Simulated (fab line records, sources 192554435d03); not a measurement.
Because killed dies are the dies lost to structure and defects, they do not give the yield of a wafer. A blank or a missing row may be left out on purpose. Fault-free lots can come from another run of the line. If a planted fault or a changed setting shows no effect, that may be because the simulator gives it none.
fab line records / flow n5_finfet
record: lots: 5 wafers: 13 last_day: 16
route steps=1938 shown SD_EPI_N@276 SD_EPI_P@295 SD_ACTIVATION@332 BEOL_M4@1111 PASSIVATION@1936
lots with no fault: from the same line, run without faults
start_h: the number of hours between the record's first day and the start of the first shown wafer of the lot / wait_h: time in hours since the lot's previous step / " identical to the entry in the row above / L1.1+2: several wafers, shown together as one row / - no value present, or no start provided / * or withheld: withheld / < > ~ a bound
route shown NAME@n: a module of which the file shows steps, and the number in the route of the first / usual: average and standard deviation across the fault-free wafers / same: alike in all rows / chamber/n: place in a boat / sites: readings site by site / _std_site: how widely they spread, as a standard deviation / _edge_site: mean of outer sites minus mean of inner sites / radius_mm: how far each site lies from the wafer's centre / mask NAME#n: copy n / behind: the most recent tool/chamber to have shaped the wafer / hold: why the lot went on hold/how many hours it stayed there/how the hold came to an end / device: whichever transistor did not switch (one of n, p or np) / end of line: the same wafers' tests at the end of the route / step lacking rows: just its recipe / killed: at the first sort, the dies lost to defects and structure; wafer yield is something else / map: a wafer's dies, x killed, . not, _ none there
set.NAME: the setting as run; set.NAME@STEP: as run at that earlier step / model.NAME: the simulator's own value behind a step, which no gauge read
lots seen at some steps along the route; tables by step, rows by wafer
== steps ==
step: N5_SD_EPI_N_STRIP_36
recipe: chemistry: N2/H2 temp_c: 40 n2_flow_sccm: 200 h2_flow_sccm: 200 rf_frequency_hz: 6e+07
step: N5_SD_EPI_N_ETCHBACK_44
recipe: chemistry: CH3F/O2 mode: anisotropic_etchback target: SiNx target_depth_a: 145 stop_on: SiO2 over_etch_frac: 0.3 ion_energy_ev: 120 pressure_mtorr: 30 source_w: 395 bias_w: 73 Ar_flow_sccm: 150 CH3F_flow_sccm: 30 O2_flow_sccm: 20
step: N5_SD_EPI_N_ETCH_45
recipe: chemistry: CH3F/O2 target: SiOCN target_depth_a: 60 mask_material: SOC ion_energy_ev: 60 bias_w: 29 pressure_mtorr: 15 source_w: 410 Ar_flow_sccm: 150 CH3F_flow_sccm: 30 O2_flow_sccm: 20
step: N5_SD_EPI_N_ETCH_16
recipe: chemistry: CHF3/O2 target: SiO2 target_depth_a: 50 mask_material: SOC pressure_mtorr: 30 source_w: 650 bias_w: 170 Ar_flow_sccm: 200 CHF3_flow_sccm: 50 O2_flow_sccm: 5 ion_energy_ev: 200
step: N5_SD_EPI_N_STRIP_47
recipe: chemistry: CHF3/O2 resist: SiARC rf_frequency_hz: 6e+07
step: N5_SD_EPI_N_SD_RECESS_17
recipe: chemistry: HBr/Cl2/O2 target_depth_a: 410 mask_material: SOC time_s: 23.7 bt_time_s: 3 pressure_mtorr: 10 icp_w: 800 bias_w: 112 HBr_flow_sccm: 150 Cl2_flow_sccm: 80 O2_flow_sccm: 12
step: N5_SD_EPI_N_STRIP_38
recipe: chemistry: N2/H2 power_w: 1000 temp_c: 250 h2_frac: 0.65 overash_fraction: 0.3 pressure_mtorr: withheld n2_flow_sccm: 1750 h2_flow_sccm: 3250
step: N5_SD_EPI_N_WET_ETCH_43
recipe: chemistry: dHF dilution: withheld time_s: 14 target: SiO2 target_depth_a: 15 temp_c: 25
step: N5_SD_EPI_N_STRIP_18
recipe: chemistry: SPM time_s: 750 temp_c: 130 h2so4_h2o2_vol_ratio: 4
step: N5_SD_EPI_N_SRD_20
recipe: dry: ipa_marangoni do_ppb: 5 time_s: 30 temp_c: 23 rinse_liquid: diw
step: N5_SD_EPI_N_PRECLEAN_48
recipe: chemistry: NF3:NH3 afs_cycles: 2 temp_c: 30 time_s: 20 sublimation_temp_c: 180 sublimation_time_s: 60 pressure_torr: 3 rf_power_w: 30
step: N5_SD_EPI_N_VAPOR_ETCH_50
recipe: chemistry: HCl target: Si temp_c: 775 time_s: 54 pressure_torr: 20 mode: isotropic
step: N5_SD_EPI_N_EPI_21
recipe: material: Si:P dopant: P temp_c: 680 pressure_torr: 255 time_s: 690
usual: epi_growth_time_s: 690/0
lot.wafer=L387.1 tool=epi_rpcvd-02 chamber=0 start_h=99.27 wait_h=0.1 epi_growth_time_s=690 model.Si-P_of_SD_EPI_N_EPI_21.thk_nm=58.2
lot.wafer=L387.2 tool=epi_rpcvd-02 chamber=0 start_h=99.27 wait_h=0.1 epi_growth_time_s=690 model.Si-P_of_SD_EPI_N_EPI_21.thk_nm=58.2
lot.wafer=L387.5 tool=epi_rpcvd-02 chamber=0 start_h=99.27 wait_h=0.1 epi_growth_time_s=690 model.Si-P_of_SD_EPI_N_EPI_21.thk_nm=58.2
lot.wafer=L391.1 tool=epi_rpcvd-03 chamber=0 start_h=126.50 wait_h=0.2 epi_growth_time_s=690 model.Si-P_of_SD_EPI_N_EPI_21.thk_nm=58.8
lot.wafer=L391.4 tool=epi_rpcvd-03 chamber=0 start_h=127.62 wait_h=1.2 epi_growth_time_s=690 model.Si-P_of_SD_EPI_N_EPI_21.thk_nm=58.2
lot.wafer=L391.5 tool=epi_rpcvd-03 chamber=0 start_h=127.62 wait_h=1.2 epi_growth_time_s=690 model.Si-P_of_SD_EPI_N_EPI_21.thk_nm=59.4
lot.wafer=L392.3 tool=epi_rpcvd-02 chamber=0 start_h=130.81 wait_h=0.7 epi_growth_time_s=829.13 model.Si-P_of_SD_EPI_N_EPI_21.thk_nm=67.6
lot.wafer=L392.4 tool=epi_rpcvd-02 chamber=0 start_h=130.81 wait_h=0.7 epi_growth_time_s=690 model.Si-P_of_SD_EPI_N_EPI_21.thk_nm=59.4
lot.wafer=L394.3 tool=epi_rpcvd-02 chamber=0 start_h=140.95 wait_h=0.9 epi_growth_time_s=829.13 model.Si-P_of_SD_EPI_N_EPI_21.thk_nm=67.4
lot.wafer=L394.4 tool=epi_rpcvd-02 chamber=0 start_h=140.95 wait_h=0.9 epi_growth_time_s=690 model.Si-P_of_SD_EPI_N_EPI_21.thk_nm=59.2
lot.wafer=L394.5 tool=epi_rpcvd-02 chamber=0 start_h=140.95 wait_h=0.9 epi_growth_time_s=690 model.Si-P_of_SD_EPI_N_EPI_21.thk_nm=59.6
lot.wafer=L397.1 tool=epi_rpcvd-02 chamber=0 start_h=157.05 wait_h=0.1 epi_growth_time_s=829.13 model.Si-P_of_SD_EPI_N_EPI_21.thk_nm=67
lot.wafer=L397.4 tool=epi_rpcvd-02 chamber=0 start_h=157.05 wait_h=0.1 epi_growth_time_s=690 model.Si-P_of_SD_EPI_N_EPI_21.thk_nm=59.2
step: N5_SD_EPI_N_EPI_MEAS_23
recipe: mode: xrd
usual: thk_nm: 58.8/1.2
lot.wafer=L387.1 tool=film_metro-01 chamber=- start_h=100.99 wait_h=1.4 thk_nm=57.1
lot.wafer=L387.2 tool=film_metro-01 chamber=- start_h=100.99 wait_h=1.4 thk_nm=56.8
lot.wafer=L387.5 tool=film_metro-01 chamber=- start_h=100.99 wait_h=1.4 thk_nm=58.7
lot.wafer=L391.1 tool=film_metro-02 chamber=- start_h=128.78 wait_h=1.9 thk_nm=59.8
lot.wafer=L391.4 tool=film_metro-02 chamber=- start_h=128.78 wait_h=1.9 thk_nm=59.8
lot.wafer=L391.5 tool=film_metro-02 chamber=- start_h=128.78 wait_h=1.9 thk_nm=60.1
lot.wafer=L392.3 tool=film_metro-01 chamber=- start_h=131.97 wait_h=0.9 thk_nm=66.8
lot.wafer=L392.4 tool=film_metro-01 chamber=- start_h=131.97 wait_h=0.9 thk_nm=58.8
lot.wafer=L394.3 tool=film_metro-01 chamber=- start_h=142.49 wait_h=1.2 thk_nm=68.2
lot.wafer=L394.4 tool=film_metro-01 chamber=- start_h=142.49 wait_h=1.2 thk_nm=58.9
lot.wafer=L394.5 tool=film_metro-01 chamber=- start_h=142.49 wait_h=1.2 thk_nm=58.4
lot.wafer=L397.1 tool=film_metro-01 chamber=- start_h=158.77 wait_h=1.4 thk_nm=67.4
lot.wafer=L397.4 tool=film_metro-01 chamber=- start_h=158.77 wait_h=1.4 thk_nm=58.2
step: N5_SD_EPI_N_PRECLEAN_24
recipe: chemistry: O3/DIW time_s: 60 temp_c: 22 o3_ppm: 10
step: N5_SD_EPI_N_SRD_25
recipe: time_s: 30 temp_c: 23 rinse_liquid: diw dry: ipa_marangoni
step: N5_SD_EPI_N_PRECLEAN_49
recipe: chemistry: NF3:NH3 afs_cycles: 1 temp_c: 30 time_s: 20 sublimation_temp_c: 180 sublimation_time_s: 60 pressure_torr: 3 rf_power_w: 30
step: N5_SD_EPI_N_LINER_46
recipe: material: SiNx target_thk_a: 30 temp_c: 400 ald_precursor_family: SiH2I2 ald_co_reactant: N2/H2-plasma pressure_torr: 2
step: N5_SD_EPI_P_COAT_34
recipe: resist: SOC temp_c: 250 time_s: 60 spin_rpm: 1500 resist_thk_nm: 350
step: N5_SD_EPI_P_COAT_35
recipe: resist: SiARC temp_c: 220 time_s: 60 spin_rpm: 1500 resist_thk_nm: 35
step: N5_SD_EPI_P_COAT_03
recipe: resist: CAR-ArF-block spin_rpm: 1500 resist_thk_nm: 150
step: N5_SD_EPI_P_EBR_05
recipe: solvent: PGMEA ebr_width_mm: 1.5
step: N5_SD_EPI_P_SOFTBAKE_04
recipe: temp_c: 110 time_s: 60 resist: CAR-ArF-block
step: N5_SD_EPI_P_EXPOSE_06
recipe: mask_id: SD_P_BLK na: 1.35 source_shape: conventional sigma_outer: 0.8 polarization: unpolarized target_cd_nm: 240 dose_mj: 39.5
step: N5_SD_EPI_P_PEB_07
recipe: peb_temp_c: 110 peb_time_s: 60 resist: CAR-ArF-block
step: N5_SD_EPI_P_DEVELOP_08
recipe: develop_time_s: 30 developer: TMAH resist: CAR-ArF-block dev_temp_c: 23 rinse_liquid: diw dry: air_spin
step: N5_SD_EPI_P_DESCUM_14
recipe: chemistry: O2 time_s: 7.9 source_power_w: 50 bias_power_w: 20 pressure_mtorr: 20 rf_frequency_hz: 2.712e+07 temp_c: 40 resist: CAR-ArF-block o2_flow_sccm: 225
step: N5_SD_EPI_P_ETCH_36
recipe: chemistry: CF4 target: SiARC target_depth_a: 455 mask_material: CAR-ArF-block time_s: 75.8 ion_energy_ev: 80 pressure_mtorr: 40 source_w: 545 bias_w: 36 Ar_flow_sccm: 100 cf4_flow_sccm: 100 ends: cleared
step: N5_SD_EPI_P_ETCH_37
recipe: chemistry: N2/H2 target: SOC overetch_a: 1080 mask_material: SiARC temp_c: 40 ion_energy_ev: 100 source_w: 3000 bias_w: 133 pressure_mtorr: 20 time_s: 486 n2_flow_sccm: 200 h2_flow_sccm: 200 ends: end_point
step: N5_SD_EPI_P_STRIP_38
recipe: chemistry: N2/H2 temp_c: 40 n2_flow_sccm: 200 h2_flow_sccm: 200 rf_frequency_hz: 6e+07
step: N5_SD_EPI_P_ETCHBACK_46
recipe: chemistry: CH3F/O2 mode: anisotropic_etchback target: SiNx target_depth_a: 175 stop_on: SiO2 over_etch_frac: 0.3 ion_energy_ev: 120 pressure_mtorr: 30 source_w: 395 bias_w: 73 Ar_flow_sccm: 150 CH3F_flow_sccm: 30 O2_flow_sccm: 20
step: N5_SD_EPI_P_ETCH_47
recipe: chemistry: CH3F/O2 target: SiOCN target_depth_a: 250 mask_material: SOC ion_energy_ev: 60 bias_w: 29 pressure_mtorr: 30 source_w: 410 Ar_flow_sccm: 150 CH3F_flow_sccm: 30 O2_flow_sccm: 20
step: N5_SD_EPI_P_ETCH_16
recipe: chemistry: CHF3/O2 target: SiO2 target_depth_a: 50 mask_material: SOC pressure_mtorr: 30 source_w: 650 bias_w: 170 Ar_flow_sccm: 200 CHF3_flow_sccm: 50 O2_flow_sccm: 5 ion_energy_ev: 200
step: N5_SD_EPI_P_STRIP_50
recipe: chemistry: CHF3/O2 resist: SiARC rf_frequency_hz: 6e+07
step: N5_SD_EPI_P_SD_RECESS_17
recipe: chemistry: HBr/Cl2/O2 target_depth_a: 391 bt_time_s: 3 pressure_mtorr: 10 icp_w: 800 bias_w: 112 HBr_flow_sccm: 150 Cl2_flow_sccm: 80 O2_flow_sccm: 12
step: N5_SD_EPI_P_WET_ETCH_45
recipe: chemistry: dHF dilution: withheld time_s: 10.7 target: SiO2 target_depth_a: 20 temp_c: 25 dry: ipa_marangoni rinse_time_s: 30 rinse_temp_c: 23
step: N5_SD_EPI_P_STRIP_40
recipe: chemistry: N2/H2 power_w: 1000 temp_c: 250 h2_frac: 0.65 overash_fraction: 0.3 pressure_mtorr: withheld n2_flow_sccm: 1750 h2_flow_sccm: 3250
step: N5_SD_EPI_P_PRECLEAN_52
recipe: chemistry: O3/DIW time_s: 60 temp_c: 22 o3_ppm: 10
step: N5_SD_EPI_P_PRECLEAN_24
recipe: chemistry: O3/DIW time_s: 45 temp_c: 22 o3_ppm: 10
usual: bath_heat_duty_pct: 2.3/0.45
lot.wafer=L387.1 tool=wet_bench-05 chamber=4 start_h=105.75 wait_h=0.0 bath_heat_duty_pct=2.0 model.Si-P_of_SD_EPI_N_EPI_21.thk_nm=57.4
lot.wafer=L387.2 tool=wet_bench-05 chamber=5 start_h=105.75 wait_h=0.0 bath_heat_duty_pct=2.6 model.Si-P_of_SD_EPI_N_EPI_21.thk_nm=57.4
lot.wafer=L387.5 tool=wet_bench-05 chamber=0 start_h=105.75 wait_h=0.0 bath_heat_duty_pct=2.6 model.Si-P_of_SD_EPI_N_EPI_21.thk_nm=57.4
lot.wafer=L391.1 tool=wet_bench-06 chamber=1 start_h=134.61 wait_h=0.0 bath_heat_duty_pct=2.3 model.Si-P_of_SD_EPI_N_EPI_21.thk_nm=58
lot.wafer=L391.4 tool=wet_bench-06 chamber=3 start_h=134.61 wait_h=0.0 bath_heat_duty_pct=2.1 model.Si-P_of_SD_EPI_N_EPI_21.thk_nm=57.4
lot.wafer=L391.5 tool=wet_bench-06 chamber=2 start_h=134.61 wait_h=0.0 bath_heat_duty_pct=2.0 model.Si-P_of_SD_EPI_N_EPI_21.thk_nm=58.6
lot.wafer=L392.3 tool=wet_bench-06 chamber=0 start_h=136.54 wait_h=0.0 bath_heat_duty_pct=2.7 model.Si-P_of_SD_EPI_N_EPI_21.thk_nm=66.8
lot.wafer=L392.4 tool=wet_bench-06 chamber=7 start_h=136.54 wait_h=0.0 bath_heat_duty_pct=2.4 model.Si-P_of_SD_EPI_N_EPI_21.thk_nm=58.6
lot.wafer=L394.3 tool=wet_bench-06 chamber=6 start_h=147.29 wait_h=0.0 bath_heat_duty_pct=3.2 model.Si-P_of_SD_EPI_N_EPI_21.thk_nm=66.4
lot.wafer=L394.4 tool=wet_bench-06 chamber=5 start_h=147.29 wait_h=0.0 bath_heat_duty_pct=1.8 model.Si-P_of_SD_EPI_N_EPI_21.thk_nm=58.4
lot.wafer=L394.5 tool=wet_bench-06 chamber=1 start_h=147.29 wait_h=0.0 bath_heat_duty_pct=2.9 model.Si-P_of_SD_EPI_N_EPI_21.thk_nm=58.8
lot.wafer=L397.1 tool=wet_bench-02 chamber=4 start_h=163.88 wait_h=0.0 bath_heat_duty_pct=2.5 model.Si-P_of_SD_EPI_N_EPI_21.thk_nm=66
lot.wafer=L397.4 tool=wet_bench-02 chamber=0 start_h=163.88 wait_h=0.0 bath_heat_duty_pct=2.2 model.Si-P_of_SD_EPI_N_EPI_21.thk_nm=58.4
step: N5_SD_ACTIVATION_RS_MEAS_03
recipe: thk_meas_gauge: four-point-probe
usual: RS_SD_N: 21.95/0.28 RS_SD_P: 56.1/0.84
lot.wafer=L387.1 tool=film_metro-01 chamber=- start_h=106.27 wait_h=0.2 RS_SD_N[ohm/sq]=22.17 RS_SD_P[ohm/sq]=55.8
lot.wafer=L387.2 tool=film_metro-01 chamber=- start_h=106.27 wait_h=0.2 RS_SD_N[ohm/sq]=22.37 RS_SD_P[ohm/sq]=55.9
lot.wafer=L387.5 tool=film_metro-01 chamber=- start_h=106.27 wait_h=0.2 RS_SD_N[ohm/sq]=22.45 RS_SD_P[ohm/sq]=55.7
lot.wafer=L391.1 tool=film_metro-02 chamber=- start_h=135.11 wait_h=0.2 RS_SD_N[ohm/sq]=21.70 RS_SD_P[ohm/sq]=55.5
lot.wafer=L391.4 tool=film_metro-02 chamber=- start_h=135.11 wait_h=0.2 RS_SD_N[ohm/sq]=22.37 RS_SD_P[ohm/sq]=54.5
lot.wafer=L391.5 tool=film_metro-02 chamber=- start_h=135.11 wait_h=0.2 RS_SD_N[ohm/sq]=21.86 RS_SD_P[ohm/sq]=54.4
lot.wafer=L392.3 tool=film_metro-02 chamber=- start_h=137.24 wait_h=0.2 RS_SD_N[ohm/sq]=19.05 RS_SD_P[ohm/sq]=56.9
lot.wafer=L392.4 tool=film_metro-02 chamber=- start_h=137.24 wait_h=0.2 RS_SD_N[ohm/sq]=21.50 RS_SD_P[ohm/sq]=56.2
lot.wafer=L394.3 tool=film_metro-01 chamber=- start_h=147.87 wait_h=0.2 RS_SD_N[ohm/sq]=19.29 RS_SD_P[ohm/sq]=54.4
lot.wafer=L394.4 tool=film_metro-01 chamber=- start_h=147.87 wait_h=0.2 RS_SD_N[ohm/sq]=21.76 RS_SD_P[ohm/sq]=54.5
lot.wafer=L394.5 tool=film_metro-01 chamber=- start_h=147.87 wait_h=0.2 RS_SD_N[ohm/sq]=21.57 RS_SD_P[ohm/sq]=53.7
lot.wafer=L397.1 tool=film_metro-02 chamber=- start_h=164.39 wait_h=0.2 RS_SD_N[ohm/sq]=19.35 RS_SD_P[ohm/sq]=56.9
lot.wafer=L397.4 tool=film_metro-02 chamber=- start_h=164.39 wait_h=0.2 RS_SD_N[ohm/sq]=21.72 RS_SD_P[ohm/sq]=55.5
step: N5_BEOL_M4_RC_MEAS_101
usual: DIBL_N: 36.9/1.7 DIBL_P: 37.3/2.3 IOFF_N: 0.16/0.033 IOFF_P: 0.22/0.04 ION_N: 673/12 ION_P: 463/8 RS_SD_N: 28.5/0.37 SS_N: 71.6/0.58 SS_P: 73.4/0.74 VT_N: 250/3.2 VT_P: -250/3.4
lot.wafer=L387.1 tool=prober-02 chamber=0 start_h=216.99 wait_h=0.0 DIBL_N[mV/V]=35.8 DIBL_P[mV/V]=36.0 IOFF_N[nA/um]=0.14 IOFF_P[nA/um]=0.18 ION_N[uA/um]=670 ION_P[uA/um]=462 RS_SD_N[ohm/sq]=29.3 SS_N[mV/dec]=71.4 SS_P[mV/dec]=72.7 VT_N[mV]=255 VT_P[mV]=-253
lot.wafer=L387.2 tool=prober-02 chamber=0 start_h=216.99 wait_h=0.0 DIBL_N[mV/V]=40.1 DIBL_P[mV/V]=41.3 IOFF_N[nA/um]=0.21 IOFF_P[nA/um]=0.28 ION_N[uA/um]=676 ION_P[uA/um]=468 RS_SD_N[ohm/sq]=29.1 SS_N[mV/dec]=72.9 SS_P[mV/dec]=74.5 VT_N[mV]=250 VT_P[mV]=-248
lot.wafer=L387.5 tool=prober-02 chamber=0 start_h=216.99 wait_h=0.0 DIBL_N[mV/V]=37.4 DIBL_P[mV/V]=37.6 IOFF_N[nA/um]=0.15 IOFF_P[nA/um]=0.21 ION_N[uA/um]=663 ION_P[uA/um]=460 RS_SD_N[ohm/sq]=29.0 SS_N[mV/dec]=71.5 SS_P[mV/dec]=72.8 VT_N[mV]=254 VT_P[mV]=-251
lot.wafer=L392.3 tool=prober-01 chamber=0 start_h=254.86 wait_h=0.3 DIBL_N[mV/V]=35.7 DIBL_P[mV/V]=34.4 IOFF_N[nA/um]=0.15 IOFF_P[nA/um]=0.18 ION_N[uA/um]=690 ION_P[uA/um]=461 RS_SD_N[ohm/sq]=24.7 SS_N[mV/dec]=71.5 SS_P[mV/dec]=73.0 VT_N[mV]=251 VT_P[mV]=-251
lot.wafer=L392.4 tool=prober-01 chamber=0 start_h=254.86 wait_h=0.3 DIBL_N[mV/V]=38.5 DIBL_P[mV/V]=38.5 IOFF_N[nA/um]=0.18 IOFF_P[nA/um]=0.24 ION_N[uA/um]=679 ION_P[uA/um]=465 RS_SD_N[ohm/sq]=28.3 SS_N[mV/dec]=72.4 SS_P[mV/dec]=73.7 VT_N[mV]=245 VT_P[mV]=-247
lot.wafer=L391.1 tool=prober-01 chamber=0 start_h=256.26 wait_h=0.0 DIBL_N[mV/V]=38.4 DIBL_P[mV/V]=38.4 IOFF_N[nA/um]=0.19 IOFF_P[nA/um]=0.28 ION_N[uA/um]=691 ION_P[uA/um]=477 RS_SD_N[ohm/sq]=28.6 SS_N[mV/dec]=72.0 SS_P[mV/dec]=74.0 VT_N[mV]=249 VT_P[mV]=-243
lot.wafer=L391.4 tool=prober-01 chamber=0 start_h=256.26 wait_h=0.0 DIBL_N[mV/V]=37.3 DIBL_P[mV/V]=37.0 IOFF_N[nA/um]=0.17 IOFF_P[nA/um]=0.27 ION_N[uA/um]=687 ION_P[uA/um]=475 RS_SD_N[ohm/sq]=28.7 SS_N[mV/dec]=71.6 SS_P[mV/dec]=72.9 VT_N[mV]=249 VT_P[mV]=-244
lot.wafer=L391.5 tool=prober-01 chamber=0 start_h=256.26 wait_h=0.0 DIBL_N[mV/V]=37.9 DIBL_P[mV/V]=37.8 IOFF_N[nA/um]=0.17 IOFF_P[nA/um]=0.29 ION_N[uA/um]=674 ION_P[uA/um]=468 RS_SD_N[ohm/sq]=28.2 SS_N[mV/dec]=71.4 SS_P[mV/dec]=73.8 VT_N[mV]=250 VT_P[mV]=-242
lot.wafer=L394.3 tool=prober-01 chamber=0 start_h=262.24 wait_h=0.3 DIBL_N[mV/V]=38.3 DIBL_P[mV/V]=40.4 IOFF_N[nA/um]=0.19 IOFF_P[nA/um]=0.26 ION_N[uA/um]=676 ION_P[uA/um]=466 RS_SD_N[ohm/sq]=24.8 SS_N[mV/dec]=72.2 SS_P[mV/dec]=73.9 VT_N[mV]=248 VT_P[mV]=-248
lot.wafer=L394.4 tool=prober-01 chamber=0 start_h=262.24 wait_h=0.3 DIBL_N[mV/V]=37.6 DIBL_P[mV/V]=38.3 IOFF_N[nA/um]=0.17 IOFF_P[nA/um]=0.22 ION_N[uA/um]=661 ION_P[uA/um]=455 RS_SD_N[ohm/sq]=28.3 SS_N[mV/dec]=72.1 SS_P[mV/dec]=73.1 VT_N[mV]=251 VT_P[mV]=-252
lot.wafer=L394.5 tool=prober-01 chamber=0 start_h=262.24 wait_h=0.3 DIBL_N[mV/V]=36.4 DIBL_P[mV/V]=37.0 IOFF_N[nA/um]=0.13 IOFF_P[nA/um]=0.19 ION_N[uA/um]=658 ION_P[uA/um]=462 RS_SD_N[ohm/sq]=28.0 SS_N[mV/dec]=72.2 SS_P[mV/dec]=73.1 VT_N[mV]=257 VT_P[mV]=-251
lot.wafer=L397.1 tool=prober-01 chamber=0 start_h=271.79 wait_h=0.0 DIBL_N[mV/V]=32.8 DIBL_P[mV/V]=30.3 IOFF_N[nA/um]=0.09 IOFF_P[nA/um]=0.14 ION_N[uA/um]=657 ION_P[uA/um]=454 RS_SD_N[ohm/sq]=25.0 SS_N[mV/dec]=70.1 SS_P[mV/dec]=71.5 VT_N[mV]=255 VT_P[mV]=-254
lot.wafer=L397.4 tool=prober-01 chamber=0 start_h=271.79 wait_h=0.0 DIBL_N[mV/V]=34.8 DIBL_P[mV/V]=32.6 IOFF_N[nA/um]=0.11 IOFF_P[nA/um]=0.17 ION_N[uA/um]=671 ION_P[uA/um]=463 RS_SD_N[ohm/sq]=28.3 SS_N[mV/dec]=70.9 SS_P[mV/dec]=72.6 VT_N[mV]=255 VT_P[mV]=-248
step: N5_PASSIVATION_PROBE_49
usual: defect_limited_yield: 91.2/1.3 killed_at_M0_to_M3: 34/10 killed_at_M4_up: 13/4.6 killed_at_contacts: 13/5.5 killed_at_front_end: 41/12 killed_at_other: 2.8/2.4 killed_dies: 104/16 killed_open: 67/12 killed_short: 33/7.2 sort_bin_5_function: 5.1/0.86 sort_bin_6_memory: 3.3/0.62 sort_n_pass: 1076/16 sort_yield_pct: 91.2/1.3
same: gross_dies: 1180 killed_at_back_side: 0 sort_bin_4_leakage[%]: 0 sort_bin_8_speed[%]: 0
lot.wafer=L394.3 tool=prober-01 chamber=- start_h=369.82 wait_h=0.1 defect_limited_yield[%]=89.1 killed_at_M0_to_M3=49 killed_at_M4_up=5 killed_at_contacts=17 killed_at_front_end=54 killed_at_other=4 killed_dies=129 killed_open=82 killed_short=42 sort_bin_5_function[%]=6.1 sort_bin_6_memory[%]=4.1 sort_n_pass=1051 sort_yield_pct[%]=89.1
lot.wafer=L394.4 tool=prober-01 chamber=- start_h=369.87 wait_h=0.2 defect_limited_yield[%]=91.0 killed_at_M0_to_M3=25 killed_at_M4_up=4 killed_at_contacts=12 killed_at_front_end=61 killed_at_other=4 killed_dies=106 killed_open=57 killed_short=42 sort_bin_5_function[%]=4.8 sort_bin_6_memory[%]=3.6 sort_n_pass=1074 sort_yield_pct[%]=91.0
lot.wafer=L394.5 tool=prober-01 chamber=- start_h=369.92 wait_h=0.2 defect_limited_yield[%]=88.8 killed_at_M0_to_M3=39 killed_at_M4_up=11 killed_at_contacts=19 killed_at_front_end=54 killed_at_other=9 killed_dies=132 killed_open=83 killed_short=41 sort_bin_5_function[%]=7.3 sort_bin_6_memory[%]=3.7 sort_n_pass=1048 sort_yield_pct[%]=88.8
killed by level:class
L394.3 FIN_SAQP:geometric_particle:open=17 BEOL_M0_SAQP:geometric_particle:open=17 BEOL_M0_SAQP:geometric_particle:short=14 MOL_CONTACT_COAG:geometric_particle:open=13 STI_FIN_REVEAL:geometric_particle:open=8 DUMMY_GATE:geometric_particle:open=7 FIN_SAQP:geometric_particle:short=6 BEOL_M0:geometric_particle:open=6
L394.4 FIN_SAQP:geometric_particle:open=22 FIN_SAQP:geometric_particle:short=11 STI_FIN_REVEAL:geometric_particle:open=9 BEOL_M0_SAQP:geometric_particle:short=8 MOL_CONTACT_COAG:geometric_particle:open=7 BEOL_M2:geometric_particle:open=5 BEOL_M0_SAQP:geometric_particle:open=5 MOL_CONTACT_COAG:geometric_particle:short=5
L394.5 FIN_SAQP:geometric_particle:open=20 FIN_SAQP:geometric_particle:short=16 MOL_CONTACT_COAG:geometric_particle:open=15 BEOL_M0_SAQP:geometric_particle:open=11 BEOL_M2:geometric_particle:open=10 BEOL_M0_SAQP:geometric_particle:short=7 STI_FIN_REVEAL:geometric_particle:open=5 BEOL_M1:geometric_particle:open=4
== key ==
first_sign: step: N5_SD_EPI_N_EPI_21 reading: epi_growth_time_s direction: up sigmas: 99+ usual: * struck: *
effect: step: N5_SD_EPI_N_EPI_MEAS_23 reading: thk_nm direction: up sigmas: 7.5 usual: * struck: *
effect: step: N5_SD_ACTIVATION_RS_MEAS_03 reading: RS_SD_N direction: down sigmas: 9.8 usual: 21.95 struck: 19.23
effect: step: N5_BEOL_M4_RC_MEAS_101 reading: RS_SD_N direction: down sigmas: 9.8 usual: 28.5 struck: 24.9
model_effect: step: N5_SD_EPI_N_EPI_21 value: Si-P_of_SD_EPI_N_EPI_21.thk_nm without: 59.13 struck: 67.33
model_effect: step: N5_SD_EPI_P_PRECLEAN_24 value: Si-P_of_SD_EPI_N_EPI_21.thk_nm without: 58.33 struck: 66.4
met_at N5_SD_EPI_N_EPI_21
struck_wafers L392.3,L394.3,L397.1
onset_between 99.27 130.81
fault: kind: process_parameter_drift tool: epi_rpcvd-02 chamber: - onset_h: 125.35 steps: N5_SD_EPI_N_EPI_21 channel: epi_growth_time_s offset: * shape: step end_h: 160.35 scope: struck_wafers_only acts_in: * stated: *
